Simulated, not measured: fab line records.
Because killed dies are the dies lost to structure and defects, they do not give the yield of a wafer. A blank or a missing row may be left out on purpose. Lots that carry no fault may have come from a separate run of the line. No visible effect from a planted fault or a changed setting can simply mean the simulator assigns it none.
Which tool did it? / flow n5 finfet / 14 lots with 42 wafers sampled at 6 steps, on a route of 1938 steps

## WHAT THE GAUGES READ, wafer by wafer
N5_BEOL_M6_CD_MEAS_18: pitch 80 nm, target cd 40 nm. Usual: cd nm reads 40.2 nm (standard deviation 0.77).
lot=L832; measured=day 8 20:43; on=cd sem-02; cd nm (nm)=39.7 39.4 40.1; flag=
lot=L831; measured=day 9 03:32; on=cd sem-03; cd nm (nm)=41.1 40.9 41.7; flag=
lot=L833; measured=day 9 20:37; on=cd sem-02; cd nm (nm)=41.6 40.8 40.8; flag=
lot=L835; measured=day 10 05:23; on=cd sem-02; cd nm (nm)=40.0 41.3 41.7; flag=
lot=L837; measured=day 10 09:17; on=cd sem-01; cd nm (nm)=40.9 40.4 41.0; flag=
lot=L836; measured=day 10 10:04; on=cd sem-02; cd nm (nm)=39.4 38.7 38.8; flag=
lot=L841; measured=day 12 05:55; on=cd sem-01; cd nm (nm)=40.2 40.6 41.0; flag=
lot=L842; measured=day 12 11:13; on=cd sem-03; cd nm (nm)=39.9 39.8 40.6; flag=
lot=L845; measured=day 12 21:43; on=cd sem-02; cd nm (nm)=41.0 40.3 41.0; flag=
lot=L844; measured=day 12 21:54; on=cd sem-03; cd nm (nm)=39.4 38.6 39.2; flag=
lot=L851; measured=day 14 04:46; on=cd sem-03; cd nm (nm)=- - -; flag=OFF
lot=L852; measured=day 14 07:59; on=cd sem-03; cd nm (nm)=- - -; flag=OFF
lot=L853; measured=day 15 02:16; on=cd sem-01; cd nm (nm)=39.2 38.3 39.2; flag=
lot=L854; measured=day 15 06:28; on=cd sem-03; cd nm (nm)=40.8 39.3 40.1; flag=

## WHICH TOOL RAN EACH LOT (tool, then ch and the chambers of the sampled wafers, then the start)
lot=L832; N5_BEOL_M5_SPUTTER_90=pvd sputter-03, day 8 17:22; N5_BEOL_M5_CMP_52=cmp-02 ch 0,1,3, day 8 17:52; N5_BEOL_M6_ETCH_62=rie diel-01 ch 0,1,3, day 8 20:20; N5_BEOL_M6_STRIP_67=rie diel-01 ch 0,1,3, day 8 20:29; N5_BEOL_M6_HM_OPEN_17=rie metal-01 ch 0,1, day 8 20:32
lot=L831; N5_BEOL_M5_SPUTTER_90=pvd sputter-02, day 9 00:26; N5_BEOL_M5_CMP_52=cmp-04 ch 2,3, day 9 00:59; N5_BEOL_M6_ETCH_62=rie diel-01 ch 0,3, day 9 03:04; N5_BEOL_M6_STRIP_67=rie diel-01 ch 0,3, day 9 03:13; N5_BEOL_M6_HM_OPEN_17=rie metal-03 ch 1, day 9 03:21
lot=L833; N5_BEOL_M5_SPUTTER_90=pvd sputter-03, day 9 15:35; N5_BEOL_M5_CMP_52=cmp-02 ch 0,2,3, day 9 16:10; N5_BEOL_M6_ETCH_62=rie diel-04 ch 2,3, day 9 20:09; N5_BEOL_M6_STRIP_67=rie diel-04 ch 2,3, day 9 20:18; N5_BEOL_M6_HM_OPEN_17=rie metal-01 ch 0,1, day 9 20:20
lot=L835; N5_BEOL_M5_SPUTTER_90=pvd sputter-02, day 10 01:48; N5_BEOL_M5_CMP_52=cmp-02 ch 0,1,3, day 10 02:23; N5_BEOL_M6_ETCH_62=rie diel-04 ch 0,2,3, day 10 05:01; N5_BEOL_M6_STRIP_67=rie diel-04 ch 0,2,3, day 10 05:10; N5_BEOL_M6_HM_OPEN_17=rie metal-03 ch 0,1, day 10 05:12
lot=L837; N5_BEOL_M5_SPUTTER_90=pvd sputter-03, day 10 03:55; N5_BEOL_M5_CMP_52=cmp-02 ch 0,1,2, day 10 05:03; N5_BEOL_M6_ETCH_62=rie diel-05 ch 0,2,3, day 10 08:55; N5_BEOL_M6_STRIP_67=rie diel-05 ch 0,2,3, day 10 09:04; N5_BEOL_M6_HM_OPEN_17=rie metal-03 ch 0,1, day 10 09:06
lot=L836; N5_BEOL_M5_SPUTTER_90=pvd sputter-01, day 10 06:54; N5_BEOL_M5_CMP_52=cmp-01 ch 0,2, day 10 07:43; N5_BEOL_M6_ETCH_62=rie diel-01 ch 0,1,2, day 10 09:41; N5_BEOL_M6_STRIP_67=rie diel-01 ch 0,1,2, day 10 09:49; N5_BEOL_M6_HM_OPEN_17=rie metal-01 ch 0,1, day 10 09:52
lot=L841; N5_BEOL_M5_SPUTTER_90=pvd sputter-02, day 12 01:56; N5_BEOL_M5_CMP_52=cmp-01 ch 0,1,3, day 12 02:32; N5_BEOL_M6_ETCH_62=rie diel-05 ch 0,3, day 12 05:30; N5_BEOL_M6_STRIP_67=rie diel-05 ch 0,3, day 12 05:39; N5_BEOL_M6_HM_OPEN_17=rie metal-01 ch 0,1, day 12 05:43
lot=L842; N5_BEOL_M5_SPUTTER_90=pvd sputter-03, day 12 04:53; N5_BEOL_M5_CMP_52=cmp-02 ch 0,2,3, day 12 06:34; N5_BEOL_M6_ETCH_62=rie diel-01 ch 2,3, day 12 10:50; N5_BEOL_M6_STRIP_67=rie diel-01 ch 2,3, day 12 10:59; N5_BEOL_M6_HM_OPEN_17=rie metal-02 ch 0,1, day 12 11:03
lot=L845; N5_BEOL_M5_SPUTTER_90=pvd sputter-02, day 12 16:06; N5_BEOL_M5_CMP_52=cmp-01 ch 1,2,3, day 12 16:36; N5_BEOL_M6_ETCH_62=rie diel-01 ch 0,2, day 12 21:16; N5_BEOL_M6_STRIP_67=rie diel-01 ch 0,2, day 12 21:25; N5_BEOL_M6_HM_OPEN_17=rie metal-03 ch 1, day 12 21:28
lot=L844; N5_BEOL_M5_SPUTTER_90=pvd sputter-01, day 12 18:29; N5_BEOL_M5_CMP_52=cmp-02 ch 0,1,3, day 12 18:59; N5_BEOL_M6_ETCH_62=rie diel-01 ch 1,2,3, day 12 21:32; N5_BEOL_M6_STRIP_67=rie diel-01 ch 1,2,3, day 12 21:40; N5_BEOL_M6_HM_OPEN_17=rie metal-03 ch 0,1, day 12 21:43
lot=L851; N5_BEOL_M5_SPUTTER_90=pvd sputter-02, day 14 01:14; N5_BEOL_M5_CMP_52=cmp-02 ch 0,3, day 14 02:25; N5_BEOL_M6_ETCH_62=rie diel-01 ch 0,1,2, day 14 04:23; N5_BEOL_M6_STRIP_67=rie diel-01 ch 0,1,2, day 14 04:32; N5_BEOL_M6_HM_OPEN_17=rie metal-01 ch 0,1, day 14 04:35
lot=L852; N5_BEOL_M5_SPUTTER_90=pvd sputter-01, day 14 04:16; N5_BEOL_M5_CMP_52=cmp-04 ch 0,1,2, day 14 05:06; N5_BEOL_M6_ETCH_62=rie diel-04 ch 0,1,2, day 14 07:32; N5_BEOL_M6_STRIP_67=rie diel-04 ch 0,1,2, day 14 07:41; N5_BEOL_M6_HM_OPEN_17=rie metal-03 ch 0,1, day 14 07:46
lot=L853; N5_BEOL_M5_SPUTTER_90=pvd sputter-02, day 14 22:30; N5_BEOL_M5_CMP_52=cmp-02 ch 0,2, day 14 23:01; N5_BEOL_M6_ETCH_62=rie diel-05 ch 1,2, day 15 01:54; N5_BEOL_M6_STRIP_67=rie diel-05 ch 1,2, day 15 02:03; N5_BEOL_M6_HM_OPEN_17=rie metal-02 ch 0,1, day 15 02:05
lot=L854; N5_BEOL_M5_SPUTTER_90=pvd sputter-01, day 15 01:22; N5_BEOL_M5_CMP_52=cmp-02 ch 0,1,2, day 15 02:33; N5_BEOL_M6_ETCH_62=rie diel-04 ch 1,2,3, day 15 06:07; N5_BEOL_M6_STRIP_67=rie diel-04 ch 1,2,3, day 15 06:15; N5_BEOL_M6_HM_OPEN_17=rie metal-03 ch 0,1, day 15 06:17
- N5_BEOL_M5_SPUTTER_90: material Cu, target thk 4.5 nm, time 8.29 s.
- N5_BEOL_M5_CMP_52: polishes, stops on SiCOH lowk, t overpolish 6.9 s, target thk 62 nm.
- N5_BEOL_M6_ETCH_62: etches SOC in N2/H2, target depth 110 nm, overetch 22 nm, time 165 s.
- N5_BEOL_M6_STRIP_67: strips in CF4.
- N5_BEOL_M6_HM_OPEN_17: chemistry Cl2/BCl3, target TiN, target depth 20 nm, overetch 6 nm.

## AS READ BY THE TOOLS THEMSELVES (means over the sampled wafers that have a number; for cases with no such wafer, the mark the record gives instead)
N5_BEOL_M5_SPUTTER_90. Usual: chamber pressure pa 0.07 Pa, standard deviation 0.00014; susceptor temp C -19.99 C, standard deviation 0.11; throttle valve pct 30.0 %, standard deviation 1.1.
lot=L832; tool=pvd sputter-03; chamber pressure pa (Pa)=0.07; susceptor temp C (C)=-19.90; throttle valve pct (%)=29.6; flag=
lot=L831; tool=pvd sputter-02; chamber pressure pa (Pa)=0.07; susceptor temp C (C)=-19.98; throttle valve pct (%)=30.5; flag=
lot=L833; tool=pvd sputter-03; chamber pressure pa (Pa)=0.07; susceptor temp C (C)=-19.97; throttle valve pct (%)=29.3; flag=
lot=L835; tool=pvd sputter-02; chamber pressure pa (Pa)=0.07; susceptor temp C (C)=-20.06; throttle valve pct (%)=30.6; flag=
lot=L837; tool=pvd sputter-03; chamber pressure pa (Pa)=0.07; susceptor temp C (C)=-19.86; throttle valve pct (%)=29.1; flag=
lot=L836; tool=pvd sputter-01; chamber pressure pa (Pa)=0.07; susceptor temp C (C)=-19.99; throttle valve pct (%)=28.7; flag=
lot=L841; tool=pvd sputter-02; chamber pressure pa (Pa)=0.07; susceptor temp C (C)=-19.91; throttle valve pct (%)=30.4; flag=
lot=L842; tool=pvd sputter-03; chamber pressure pa (Pa)=0.07; susceptor temp C (C)=-19.99; throttle valve pct (%)=29.6; flag=
lot=L845; tool=pvd sputter-02; chamber pressure pa (Pa)=0.07; susceptor temp C (C)=-20.09; throttle valve pct (%)=30.0; flag=
lot=L844; tool=pvd sputter-01; chamber pressure pa (Pa)=0.07; susceptor temp C (C)=-20.01; throttle valve pct (%)=29.7; flag=
lot=L851; tool=pvd sputter-02; chamber pressure pa (Pa)=0.07; susceptor temp C (C)=-19.98; throttle valve pct (%)=31.3; flag=
lot=L852; tool=pvd sputter-01; chamber pressure pa (Pa)=0.07; susceptor temp C (C)=-19.89; throttle valve pct (%)=30.6; flag=
lot=L853; tool=pvd sputter-02; chamber pressure pa (Pa)=0.07; susceptor temp C (C)=-20.08; throttle valve pct (%)=30.9; flag=
lot=L854; tool=pvd sputter-01; chamber pressure pa (Pa)=0.07; susceptor temp C (C)=-20.11; throttle valve pct (%)=29.9; flag=

N5_BEOL_M5_CMP_52. Usual: barrier field endpoint s 24.6 s, standard deviation 0.68; clearing platen down force psi 1.5000 psi, standard deviation 0.0029; motor current A 5.8 A, standard deviation 0.52; overpolish run s 6.900 s, standard deviation 0.0085; time to endpoint s 62 s, standard deviation 3.4.
lot=L832; tool=cmp-02; barrier field endpoint s (s)=24.2; clearing platen down force psi (psi)=1.5018; motor current A (A)=5.9; overpolish run s (s)=6.898; time to endpoint s (s)=62; flag=
lot=L831; tool=cmp-04; barrier field endpoint s (s)=24.7; clearing platen down force psi (psi)=1.5012; motor current A (A)=5.9; overpolish run s (s)=6.896; time to endpoint s (s)=59; flag=
lot=L833; tool=cmp-02; barrier field endpoint s (s)=24.8; clearing platen down force psi (psi)=1.5015; motor current A (A)=5.7; overpolish run s (s)=6.899; time to endpoint s (s)=61; flag=
lot=L835; tool=cmp-02; barrier field endpoint s (s)=24.3; clearing platen down force psi (psi)=1.4973; motor current A (A)=5.9; overpolish run s (s)=6.899; time to endpoint s (s)=60; flag=
lot=L837; tool=cmp-02; barrier field endpoint s (s)=24.5; clearing platen down force psi (psi)=1.5001; motor current A (A)=5.6; overpolish run s (s)=6.905; time to endpoint s (s)=61; flag=
lot=L836; tool=cmp-01; barrier field endpoint s (s)=25.4; clearing platen down force psi (psi)=1.4982; motor current A (A)=6.0; overpolish run s (s)=6.892; time to endpoint s (s)=64; flag=
lot=L841; tool=cmp-01; barrier field endpoint s (s)=25.7; clearing platen down force psi (psi)=1.5037; motor current A (A)=6.2; overpolish run s (s)=6.901; time to endpoint s (s)=66; flag=
lot=L842; tool=cmp-02; barrier field endpoint s (s)=24.5; clearing platen down force psi (psi)=1.4984; motor current A (A)=5.8; overpolish run s (s)=6.905; time to endpoint s (s)=60; flag=
lot=L845; tool=cmp-01; barrier field endpoint s (s)=24.4; clearing platen down force psi (psi)=1.4999; motor current A (A)=6.0; overpolish run s (s)=6.901; time to endpoint s (s)=62; flag=
lot=L844; tool=cmp-02; barrier field endpoint s (s)=24.3; clearing platen down force psi (psi)=1.4992; motor current A (A)=6.0; overpolish run s (s)=6.890; time to endpoint s (s)=60; flag=
lot=L851; tool=cmp-02; barrier field endpoint s (s)=25.0; clearing platen down force psi (psi)=1.5038; motor current A (A)=5.9; overpolish run s (s)=6.899; time to endpoint s (s)=63; flag=
lot=L852; tool=cmp-04; barrier field endpoint s (s)=24.2; clearing platen down force psi (psi)=1.4978; motor current A (A)=5.6; overpolish run s (s)=6.903; time to endpoint s (s)=61; flag=
lot=L853; tool=cmp-02; barrier field endpoint s (s)=25.0; clearing platen down force psi (psi)=1.5019; motor current A (A)=5.7; overpolish run s (s)=6.894; time to endpoint s (s)=62; flag=
lot=L854; tool=cmp-02; barrier field endpoint s (s)=24.2; clearing platen down force psi (psi)=1.5011; motor current A (A)=5.9; overpolish run s (s)=6.893; time to endpoint s (s)=62; flag=

N5_BEOL_M6_ETCH_62. Usual: bias w 150.0 W, standard deviation 0.47; chamber pressure mTorr 30.000 mTorr, standard deviation 0.025; drypump motor current A 5.8 A, standard deviation 0.43; h2 flow sccm 200.1 sccm, standard deviation 0.59; n2 flow sccm 200.0 sccm, standard deviation 0.63; oes product au 0.67 a.u., standard deviation 0.077; rf vpp V 525.4 V, standard deviation 1.7; showerhead plenum p Torr 2.60 Torr, standard deviation 0.052; throttle valve pct 17.75 %, standard deviation 0.27.
lot=L832; tool=rie diel-01; bias w (W)=150.5; chamber pressure mTorr (mTorr)=29.992; drypump motor current A (A)=5.8; h2 flow sccm (sccm)=200.3; n2 flow sccm (sccm)=200.4; oes product au (a.u.)=0.66; rf vpp V (V)=526.0; showerhead plenum p Torr (Torr)=2.61; throttle valve pct (%)=17.83; flag=
lot=L831; tool=rie diel-01; bias w (W)=150.2; chamber pressure mTorr (mTorr)=30.005; drypump motor current A (A)=5.6; h2 flow sccm (sccm)=199.9; n2 flow sccm (sccm)=200.0; oes product au (a.u.)=0.64; rf vpp V (V)=525.2; showerhead plenum p Torr (Torr)=2.59; throttle valve pct (%)=17.85; flag=
lot=L833; tool=rie diel-04; bias w (W)=150.1; chamber pressure mTorr (mTorr)=29.981; drypump motor current A (A)=5.0; h2 flow sccm (sccm)=200.0; n2 flow sccm (sccm)=200.5; oes product au (a.u.)=0.74; rf vpp V (V)=524.7; showerhead plenum p Torr (Torr)=2.54; throttle valve pct (%)=17.92; flag=
lot=L835; tool=rie diel-04; bias w (W)=150.2; chamber pressure mTorr (mTorr)=30.009; drypump motor current A (A)=5.5; h2 flow sccm (sccm)=200.1; n2 flow sccm (sccm)=199.6; oes product au (a.u.)=0.72; rf vpp V (V)=524.9; showerhead plenum p Torr (Torr)=2.57; throttle valve pct (%)=17.73; flag=
lot=L837; tool=rie diel-05; bias w (W)=149.6; chamber pressure mTorr (mTorr)=30.010; drypump motor current A (A)=5.9; h2 flow sccm (sccm)=200.1; n2 flow sccm (sccm)=199.6; oes product au (a.u.)=0.61; rf vpp V (V)=526.6; showerhead plenum p Torr (Torr)=2.63; throttle valve pct (%)=17.79; flag=
lot=L836; tool=rie diel-01; bias w (W)=150.3; chamber pressure mTorr (mTorr)=30.010; drypump motor current A (A)=5.8; h2 flow sccm (sccm)=199.5; n2 flow sccm (sccm)=199.9; oes product au (a.u.)=0.68; rf vpp V (V)=525.5; showerhead plenum p Torr (Torr)=2.62; throttle valve pct (%)=17.62; flag=
lot=L841; tool=rie diel-05; bias w (W)=150.2; chamber pressure mTorr (mTorr)=29.987; drypump motor current A (A)=5.9; h2 flow sccm (sccm)=199.7; n2 flow sccm (sccm)=200.1; oes product au (a.u.)=0.59; rf vpp V (V)=525.8; showerhead plenum p Torr (Torr)=2.63; throttle valve pct (%)=17.97; flag=
lot=L842; tool=rie diel-01; bias w (W)=149.9; chamber pressure mTorr (mTorr)=30.033; drypump motor current A (A)=5.8; h2 flow sccm (sccm)=200.7; n2 flow sccm (sccm)=200.3; oes product au (a.u.)=0.75; rf vpp V (V)=524.8; showerhead plenum p Torr (Torr)=2.59; throttle valve pct (%)=17.61; flag=
lot=L845; tool=rie diel-01; bias w (W)=149.9; chamber pressure mTorr (mTorr)=30.004; drypump motor current A (A)=5.6; h2 flow sccm (sccm)=200.2; n2 flow sccm (sccm)=200.8; oes product au (a.u.)=0.77; rf vpp V (V)=525.6; showerhead plenum p Torr (Torr)=2.59; throttle valve pct (%)=17.36; flag=
lot=L844; tool=rie diel-01; bias w (W)=149.6; chamber pressure mTorr (mTorr)=29.976; drypump motor current A (A)=5.9; h2 flow sccm (sccm)=199.6; n2 flow sccm (sccm)=199.8; oes product au (a.u.)=0.70; rf vpp V (V)=525.5; showerhead plenum p Torr (Torr)=2.61; throttle valve pct (%)=17.74; flag=
lot=L851; tool=rie diel-01; bias w (W)=-; chamber pressure mTorr (mTorr)=-; drypump motor current A (A)=-; h2 flow sccm (sccm)=-; n2 flow sccm (sccm)=-; oes product au (a.u.)=-; rf vpp V (V)=-; showerhead plenum p Torr (Torr)=-; throttle valve pct (%)=-; flag=OFF
lot=L852; tool=rie diel-04; bias w (W)=-; chamber pressure mTorr (mTorr)=-; drypump motor current A (A)=-; h2 flow sccm (sccm)=-; n2 flow sccm (sccm)=-; oes product au (a.u.)=-; rf vpp V (V)=-; showerhead plenum p Torr (Torr)=-; throttle valve pct (%)=-; flag=OFF
lot=L853; tool=rie diel-05; bias w (W)=150.0; chamber pressure mTorr (mTorr)=29.997; drypump motor current A (A)=6.0; h2 flow sccm (sccm)=199.7; n2 flow sccm (sccm)=200.1; oes product au (a.u.)=0.81; rf vpp V (V)=525.9; showerhead plenum p Torr (Torr)=2.61; throttle valve pct (%)=17.44; flag=
lot=L854; tool=rie diel-04; bias w (W)=150.6; chamber pressure mTorr (mTorr)=30.003; drypump motor current A (A)=5.2; h2 flow sccm (sccm)=200.4; n2 flow sccm (sccm)=200.0; oes product au (a.u.)=0.66; rf vpp V (V)=523.0; showerhead plenum p Torr (Torr)=2.51; throttle valve pct (%)=17.88; flag=

N5_BEOL_M6_STRIP_67. Usual: bias power w 75.01 W, standard deviation 0.24; drypump motor current A 5.7 A, standard deviation 0.43; oes product au 0.79 a.u., standard deviation 0.091; rf vpp V 272.0 V, standard deviation 0.96; showerhead plenum p Torr 1.83 Torr, standard deviation 0.033; throttle valve pct 13.52 %, standard deviation 0.25.
lot=L832; tool=rie diel-01; bias power w (W)=75.16; drypump motor current A (A)=5.8; oes product au (a.u.)=0.77; rf vpp V (V)=271.8; showerhead plenum p Torr (Torr)=1.84; throttle valve pct (%)=13.60; flag=
lot=L831; tool=rie diel-01; bias power w (W)=75.11; drypump motor current A (A)=5.6; oes product au (a.u.)=0.75; rf vpp V (V)=272.0; showerhead plenum p Torr (Torr)=1.83; throttle valve pct (%)=13.73; flag=
lot=L833; tool=rie diel-04; bias power w (W)=75.23; drypump motor current A (A)=4.9; oes product au (a.u.)=0.87; rf vpp V (V)=271.6; showerhead plenum p Torr (Torr)=1.80; throttle valve pct (%)=13.58; flag=
lot=L835; tool=rie diel-04; bias power w (W)=74.89; drypump motor current A (A)=5.5; oes product au (a.u.)=0.85; rf vpp V (V)=271.2; showerhead plenum p Torr (Torr)=1.82; throttle valve pct (%)=13.51; flag=
lot=L837; tool=rie diel-05; bias power w (W)=74.77; drypump motor current A (A)=5.8; oes product au (a.u.)=0.72; rf vpp V (V)=272.6; showerhead plenum p Torr (Torr)=1.84; throttle valve pct (%)=13.60; flag=
lot=L836; tool=rie diel-01; bias power w (W)=75.07; drypump motor current A (A)=5.8; oes product au (a.u.)=0.81; rf vpp V (V)=272.0; showerhead plenum p Torr (Torr)=1.84; throttle valve pct (%)=13.41; flag=
lot=L841; tool=rie diel-05; bias power w (W)=75.04; drypump motor current A (A)=5.9; oes product au (a.u.)=0.70; rf vpp V (V)=272.4; showerhead plenum p Torr (Torr)=1.84; throttle valve pct (%)=13.72; flag=
lot=L842; tool=rie diel-01; bias power w (W)=75.13; drypump motor current A (A)=5.8; oes product au (a.u.)=0.89; rf vpp V (V)=271.7; showerhead plenum p Torr (Torr)=1.81; throttle valve pct (%)=13.23; flag=
lot=L845; tool=rie diel-01; bias power w (W)=74.92; drypump motor current A (A)=5.6; oes product au (a.u.)=0.91; rf vpp V (V)=272.0; showerhead plenum p Torr (Torr)=1.82; throttle valve pct (%)=13.18; flag=
lot=L844; tool=rie diel-01; bias power w (W)=74.92; drypump motor current A (A)=5.9; oes product au (a.u.)=0.82; rf vpp V (V)=272.3; showerhead plenum p Torr (Torr)=1.82; throttle valve pct (%)=13.41; flag=
lot=L851; tool=rie diel-01; bias power w (W)=75.02; drypump motor current A (A)=5.8; oes product au (a.u.)=0.84; rf vpp V (V)=272.3; showerhead plenum p Torr (Torr)=1.83; throttle valve pct (%)=13.30; flag=
lot=L852; tool=rie diel-04; bias power w (W)=75.20; drypump motor current A (A)=5.8; oes product au (a.u.)=0.79; rf vpp V (V)=272.2; showerhead plenum p Torr (Torr)=1.83; throttle valve pct (%)=13.51; flag=
lot=L853; tool=rie diel-05; bias power w (W)=75.10; drypump motor current A (A)=6.0; oes product au (a.u.)=0.95; rf vpp V (V)=272.7; showerhead plenum p Torr (Torr)=1.83; throttle valve pct (%)=13.18; flag=
lot=L854; tool=rie diel-04; bias power w (W)=75.10; drypump motor current A (A)=5.2; oes product au (a.u.)=0.78; rf vpp V (V)=270.8; showerhead plenum p Torr (Torr)=1.78; throttle valve pct (%)=13.65; flag=

N5_BEOL_M6_HM_OPEN_17. Usual: drypump motor current A 5.92 A, standard deviation 0.19; oes product au 0.68 a.u., standard deviation 0.084; throttle valve pct 22.01 %, standard deviation 0.15.
lot=L832; tool=rie metal-01; drypump motor current A (A)=6.03; oes product au (a.u.)=0.57; throttle valve pct (%)=22.14; flag=
lot=L831; tool=rie metal-03; drypump motor current A (A)=5.74; oes product au (a.u.)=0.72; throttle valve pct (%)=21.85; flag=
lot=L833; tool=rie metal-01; drypump motor current A (A)=6.09; oes product au (a.u.)=0.57; throttle valve pct (%)=22.12; flag=
lot=L835; tool=rie metal-03; drypump motor current A (A)=5.93; oes product au (a.u.)=0.77; throttle valve pct (%)=21.97; flag=
lot=L837; tool=rie metal-03; drypump motor current A (A)=5.83; oes product au (a.u.)=0.75; throttle valve pct (%)=21.91; flag=
lot=L836; tool=rie metal-01; drypump motor current A (A)=6.08; oes product au (a.u.)=0.57; throttle valve pct (%)=22.14; flag=
lot=L841; tool=rie metal-01; drypump motor current A (A)=6.10; oes product au (a.u.)=0.66; throttle valve pct (%)=21.98; flag=
lot=L842; tool=rie metal-02; drypump motor current A (A)=5.82; oes product au (a.u.)=0.66; throttle valve pct (%)=22.15; flag=
lot=L845; tool=rie metal-03; drypump motor current A (A)=5.74; oes product au (a.u.)=0.70; throttle valve pct (%)=21.84; flag=
lot=L844; tool=rie metal-03; drypump motor current A (A)=5.82; oes product au (a.u.)=0.72; throttle valve pct (%)=21.93; flag=
lot=L851; tool=rie metal-01; drypump motor current A (A)=5.93; oes product au (a.u.)=0.31; throttle valve pct (%)=22.48; flag=OFF
lot=L852; tool=rie metal-03; drypump motor current A (A)=5.83; oes product au (a.u.)=0.31; throttle valve pct (%)=22.58; flag=OFF
lot=L853; tool=rie metal-02; drypump motor current A (A)=5.81; oes product au (a.u.)=0.65; throttle valve pct (%)=22.15; flag=
lot=L854; tool=rie metal-03; drypump motor current A (A)=5.83; oes product au (a.u.)=0.71; throttle valve pct (%)=21.93; flag=

## THE ANSWER, worked out from the rows above alone
Rule: a lot is off if the mean of its wafers that have a number lies more than 3 standard deviations from the usual mean. A lot without any number at a reading at which 4 lots or more have one is off too. The other lots that the step has rows for count as sound. Order of review: gauges by route order, followed by the tools' own readings, for which a lot's mean as printed above is used. The first step at which some lot is off is used, and at that step the reading that is off furthest; a lot without a number counts as furthest.
Off: L851, L852, at N5_BEOL_M6_CD_MEAS_18 (cd nm). Without a number there: L851, L852.
If a tool, at a process step before that reading, ran all the lots that are off and no sound lot after the first of them, it fits. The gauges at N5_BEOL_M6_CD_MEAS_18 aren't tried: what is off there is off at N5_BEOL_M6_ETCH_62 too, on other tools, and a gauge's error can't cause that. No candidate that was tried fits.

## WHAT HAD BEEN PUT IN BY THE SIMULATOR
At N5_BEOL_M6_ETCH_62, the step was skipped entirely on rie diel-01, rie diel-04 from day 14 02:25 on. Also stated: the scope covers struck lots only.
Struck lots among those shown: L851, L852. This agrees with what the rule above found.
